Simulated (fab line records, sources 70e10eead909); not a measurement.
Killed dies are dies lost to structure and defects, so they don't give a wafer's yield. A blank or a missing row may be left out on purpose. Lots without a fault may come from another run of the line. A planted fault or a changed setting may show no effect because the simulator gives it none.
Which tool did it? | flow nand_harc | 24 lots, 72 wafers sampled, at 3 steps of a route of 1302

WHAT THE GAUGES READ, wafer by wafer
NHARC_A_SGD_CUT_CD_MEAS_09: target cd 100 nm. Usual: cd_nm 99.8 nm, standard deviation 0.52.
lot  | measured     | on        | cd_nm (nm)        | flag
L074 | day 18 23:16 | cd_sem-02 | 99.9 100.2 99.8   |
L076 | day 19 15:44 | cd_sem-01 | 99.0 99.6 99.5    |
L075 | day 19 15:23 | cd_sem-03 | 99.2 99.9 99.7    |
L077 | day 20 02:38 | cd_sem-03 | 99.6 100.3 99.4   |
L078 | day 20 17:06 | cd_sem-03 | 99.8 100.1 100.1  |
L079 | day 20 20:25 | cd_sem-01 | 100.4 99.9 99.8   |
L080 | day 21 07:53 | cd_sem-03 | 100.3 100.0 100.0 |
L081 | day 22 06:53 | cd_sem-01 | 99.6 100.3 100.3  |
L083 | day 22 17:32 | cd_sem-01 | 100.0 99.3 99.4   |
L082 | day 22 16:34 | cd_sem-01 | 99.8 99.2 99.3    |
L084 | day 23 19:49 | cd_sem-01 | 100.0 100.1 100.3 |
L085 | day 23 20:04 | cd_sem-02 | 99.8 100.7 100.0  |
L087 | day 24 00:08 | cd_sem-03 | 99.6 99.1 99.5    |
L086 | day 24 10:31 | cd_sem-02 | 99.8 99.7 100.6   |
L088 | day 24 11:37 | cd_sem-03 | 98.5 98.8 99.5    |
L089 | day 24 13:16 | cd_sem-01 | 100.5 100.0 100.0 |
L090 | day 25 22:17 | cd_sem-02 | 99.5 99.9 100.6   |
L091 | day 25 21:59 | cd_sem-01 | 99.0 99.8 99.2    |
L092 | day 26 05:02 | cd_sem-02 | 100.8 99.7 99.5   |
L093 | day 26 21:57 | cd_sem-01 | 99.2 99.5 99.1    |
L094 | day 26 21:38 | cd_sem-03 | 100.1 100.7 101.2 |
L096 | day 27 21:17 | cd_sem-01 | 99.1 99.1 99.4    |
L095 | day 27 21:28 | cd_sem-02 | 99.4 98.9 99.8    |
L097 | day 29 06:55 | cd_sem-01 | 99.3 100.1 99.1   |

WHICH TOOL RAN EACH LOT (tool, then ch and the chambers of the sampled wafers, then the start)
lot  | NHARC_A_STAIRCASE_ETCH_313         | NHARC_A_STAIRCASE_DEP_417
L074 | rie_diel-06 ch 0,1,3, day 16 23:49 | pecvd-02 ch 1,2, day 17 03:58
L076 | rie_diel-01 ch 0,2,3, day 17 12:46 | pecvd-04 ch 0,1, day 17 16:56
L075 | rie_diel-01 ch 1,2,3, day 17 14:44 | pecvd-03 ch 1,2, day 17 19:11
L077 | rie_diel-01 ch 0,1,3, day 17 23:20 | pecvd-03 ch 0,2, day 18 06:15
L078 | rie_diel-06 ch 1,2,3, day 18 11:52 | pecvd-03 ch 0,1,2, day 18 16:16
L079 | rie_diel-01 ch 1,2,3, day 18 16:31 | pecvd-02 ch 0,1, day 18 21:59
L080 | rie_diel-06 ch 0,3, day 19 07:08   | pecvd-03 ch 0,1,2, day 19 11:18
L081 | rie_diel-01 ch 0,1, day 19 23:10   | pecvd-03 ch 0,1,2, day 20 03:28
L083 | rie_diel-01 ch 0,2,3, day 20 08:49 | pecvd-03 ch 0,2, day 20 13:08
L082 | rie_diel-01 ch 1,2,3, day 20 10:42 | pecvd-04 ch 0,1,2, day 20 15:15
L084 | rie_diel-01 ch 0,1,3, day 21 17:02 | pecvd-03 ch 0,1, day 21 21:06
L085 | rie_diel-01 ch 1,3, day 21 17:29   | pecvd-04 ch 0,1, day 21 21:47
L087 | rie_diel-01 ch 2,3, day 21 20:34   | pecvd-02 ch 0,1,2, day 22 00:45
L086 | rie_diel-01 ch 0,1,3, day 22 05:59 | pecvd-02 ch 0,1, day 22 09:59
L088 | rie_diel-06 ch 0,1,2, day 22 12:42 | pecvd-04 ch 0,1, day 22 16:44
L089 | rie_diel-07 ch 0,2,3, day 22 15:08 | pecvd-02 ch 0,1,2, day 22 19:14
L090 | rie_diel-01 ch 0,2,3, day 23 19:34 | pecvd-02 ch 1,2, day 23 23:46
L091 | rie_diel-07 ch 1,3, day 23 23:11   | pecvd-04 ch 1,2, day 24 03:40
L092 | rie_diel-07 ch 1,3, day 24 01:36   | pecvd-02 ch 0,2, day 24 10:11
L093 | rie_diel-07 ch 0,3, day 24 19:49   | pecvd-04 ch 0,2, day 25 00:07
L094 | rie_diel-07 ch 0,3, day 25 00:55   | pecvd-03 ch 1,2, day 25 05:59
L096 | rie_diel-01 ch 1,2,3, day 25 16:47 | pecvd-04 ch 0,1, day 25 21:22
L095 | rie_diel-01 ch 2,3, day 25 20:04   | pecvd-04 ch 1,2, day 26 01:43
L097 | rie_diel-07 ch 1,2,3, day 27 04:00 | pecvd-02 ch 1,2, day 27 08:08
- NHARC_A_STAIRCASE_ETCH_313: etches the open film in CF4/CHF3.
- NHARC_A_STAIRCASE_DEP_417: deposits Si3N4, target thk 60 nm.

WHAT THE TOOLS THEMSELVES READ (means of the sampled wafers that have a number; where no wafer has one, the mark that the record gives instead)
NHARC_A_STAIRCASE_ETCH_313. Usual: chf3_flow_sccm 30.01 sccm, standard deviation 0.088; drypump_motor_current_A 5.7 A, standard deviation 0.37; oes_product_au 0.935 a.u., standard deviation 0.019; rf_fwd_power_W 496.7 W, standard deviation 1.8; rf_vpp_V 370.2 V, standard deviation 2.3; showerhead_plenum_p_Torr 1.57 Torr, standard deviation 0.066; throttle_valve_pct 16.803 %, standard deviation 0.0088.
lot  | tool        | chf3_flow_sccm (sccm) | drypump_motor_current_A (A) | oes_product_au (a.u.) | rf_fwd_power_W (W) | rf_vpp_V (V) | showerhead_plenum_p_Torr (Torr) | throttle_valve_pct (%) | flag
L074 | rie_diel-06 | 30.00                 | 6.0                         | 0.932                 | 496.5              | 372.9        | 1.66                            | 16.806                 |
L076 | rie_diel-01 | 30.03                 | 5.9                         | 0.977                 | 497.2              | 369.1        | 1.53                            | 16.798                 |
L075 | rie_diel-01 | 30.09                 | 5.9                         | 0.947                 | 497.5              | 369.6        | 1.56                            | 16.797                 |
L077 | rie_diel-01 | 29.96                 | 5.7                         | 0.930                 | 495.9              | 369.3        | 1.54                            | 16.802                 |
L078 | rie_diel-06 | 29.96                 | 5.6                         | 0.923                 | 496.8              | 374.8        | 1.68                            | 16.808                 |
L079 | rie_diel-01 | 30.05                 | 5.9                         | 0.932                 | 495.5              | 369.6        | 1.55                            | 16.800                 |
L080 | rie_diel-06 | 30.02                 | 6.0                         | 0.930                 | 498.2              | 373.1        | 1.66                            | 16.802                 |
L081 | rie_diel-01 | 30.04                 | 5.6                         | 0.924                 | 495.6              | 370.3        | 1.57                            | 16.807                 |
L083 | rie_diel-01 | 29.92                 | 5.8                         | 0.931                 | 495.3              | 369.3        | 1.52                            | 16.804                 |
L082 | rie_diel-01 | 30.07                 | 5.9                         | 0.924                 | 496.5              | 370.1        | 1.55                            | 16.797                 |
L084 | rie_diel-01 | 30.06                 | 5.7                         | 0.932                 | 497.3              | 369.3        | 1.53                            | 16.809                 |
L085 | rie_diel-01 | 29.97                 | 6.0                         | 0.924                 | 496.2              | 368.6        | 1.52                            | 16.802                 |
L087 | rie_diel-01 | 30.00                 | 6.0                         | 0.930                 | 494.9              | 369.3        | 1.54                            | 16.803                 |
L086 | rie_diel-01 | 30.00                 | 5.7                         | 0.922                 | 497.1              | 369.3        | 1.53                            | 16.798                 |
L088 | rie_diel-06 | 30.01                 | 5.8                         | 0.923                 | 497.7              | 373.1        | 1.66                            | 16.805                 |
L089 | rie_diel-07 | 29.97                 | 5.4                         | 0.924                 | 497.3              | 368.1        | 1.52                            | 16.797                 |
L090 | rie_diel-01 | 30.06                 | 5.8                         | 0.927                 | 496.7              | 368.5        | 1.52                            | 16.811                 |
L091 | rie_diel-07 | 30.01                 | 5.5                         | 0.920                 | 496.4              | 372.0        | 1.62                            | 16.797                 |
L092 | rie_diel-07 | 30.05                 | 5.5                         | 0.955                 | 496.8              | 371.8        | 1.62                            | 16.807                 |
L093 | rie_diel-07 | 29.98                 | 5.5                         | 0.921                 | 495.6              | 368.5        | 1.52                            | 16.798                 |
L094 | rie_diel-07 | 29.94                 | 5.5                         | 0.915                 | 496.9              | 368.8        | 1.52                            | 16.793                 |
L096 | rie_diel-01 | 30.04                 | 5.9                         | 0.965                 | 497.8              | 369.6        | 1.54                            | 16.804                 |
L095 | rie_diel-01 | 30.16                 | 6.1                         | 0.919                 | 497.9              | 368.3        | 1.50                            | 16.793                 |
L097 | rie_diel-07 | 30.04                 | 5.5                         | 0.968                 | 496.7              | 370.3        | 1.57                            | 16.804                 |

NHARC_A_STAIRCASE_DEP_417. Usual: heater_power_w 711 W, standard deviation 80; rf_fwd_power_W 449.4 W, standard deviation 1.6.
lot  | tool     | heater_power_w (W) | rf_fwd_power_W (W) | flag
L074 | pecvd-02 | 601                | 449.8              |
L076 | pecvd-04 | 667                | 449.4              |
L075 | pecvd-03 | 748                | 449.2              |
L077 | pecvd-03 | 658                | 449.7              |
L078 | pecvd-03 | 736                | 449.4              |
L079 | pecvd-02 | 760                | 448.6              |
L080 | pecvd-03 | 738                | 448.1              |
L081 | pecvd-03 | 720                | 450.9              |
L083 | pecvd-03 | 670                | 451.3              |
L082 | pecvd-04 | 726                | 448.8              |
L084 | pecvd-03 | 715                | 449.4              |
L085 | pecvd-04 | 707                | 450.2              |
L087 | pecvd-02 | 757                | 449.8              |
L086 | pecvd-02 | 712                | 450.7              |
L088 | pecvd-04 | 715                | 450.2              |
L089 | pecvd-02 | 705                | 449.9              |
L090 | pecvd-02 | 641                | 448.1              |
L091 | pecvd-04 | 741                | 448.9              |
L092 | pecvd-02 | 729                | 450.0              |
L093 | pecvd-04 | 713                | 449.6              |
L094 | pecvd-03 | 723                | 449.6              |
L096 | pecvd-04 | 654                | 448.9              |
L095 | pecvd-04 | 735                | 448.1              |
L097 | pecvd-02 | 661                | 449.3              |

THE ANSWER, worked out from the rows above alone
Rule: a lot is off if the mean of its wafers that have a number lies more than 3 standard deviations from the usual mean. A lot without any number at a reading at which 4 lots or more have one is off too. The other lots that the step has rows for count as sound. The gauges are gone through in route order, then the tools' own readings, and for those a lot's mean is taken as printed above. The first step at which some lot is off is used, and at that step the reading that is off furthest; a lot without a number counts as furthest.
No lot is off at any reading shown: from this, nothing can be told.

WHAT THE SIMULATOR HAD PUT IN
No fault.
